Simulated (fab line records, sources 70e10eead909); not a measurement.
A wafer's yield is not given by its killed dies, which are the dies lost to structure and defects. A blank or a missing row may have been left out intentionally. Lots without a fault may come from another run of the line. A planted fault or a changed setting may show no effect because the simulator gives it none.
Matching of chambers -- flow nandHarc -- rieSi-02 running NHARC_THIN_TSV_ETCH_15: 4 sister chambers
The step target depth 3000 nm, bosch target overetch cycles 2, bosch etch step 2.8 s. 4 wafers are shown with their chamber, then 10 later ones without.

== EACH WAFER AND ITS CHAMBER ==
wafer,chamber,drypumpMotorCurrentA (A)
L089.1,2,5.7
L089.2,0,5.6
L091.1,1,5.0
L091.2,3,5.9

== WAFERS WITH NO CHAMBER GIVEN ==
wafer,drypumpMotorCurrentA (A)
L091.6,4.9
L093.1,5.9
L093.5,5.0
L093.6,5.7
L094.1,5.6
L094.4,5.7
L094.6,5.9
L097.1,5.7
L097.4,5.6
L097.6,5.6

== WHICH CHAMBER EACH ONE RAN IN ==
wafer,from the rows above,in truth
L091.6,1,1
L093.1,3,3
L093.5,1,1
L093.6,2,2
L094.1,0,0
L094.4,2,2
L094.6,3,3
L097.1,2,2
L097.4,0,0
L097.6,0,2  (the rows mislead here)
Placed correctly: 9 of 10. Can't be placed from these rows: 0. 1 placed wrongly.
How it was worked out, from the rows above alone: a wafer's distance from a chamber is the root of the sum, over the readings, of the square of ((its reading less the chamber's mean) divided by the reading's scatter). If the next closest chamber is less than 2 further off than the closest, the wafer can't be placed; otherwise it belongs to the closest. A chamber's mean is the mean of its shown wafers. The scatter: root of mean squared gap, hidden wafer to nearest shown wafer, with one shown wafer a chamber.
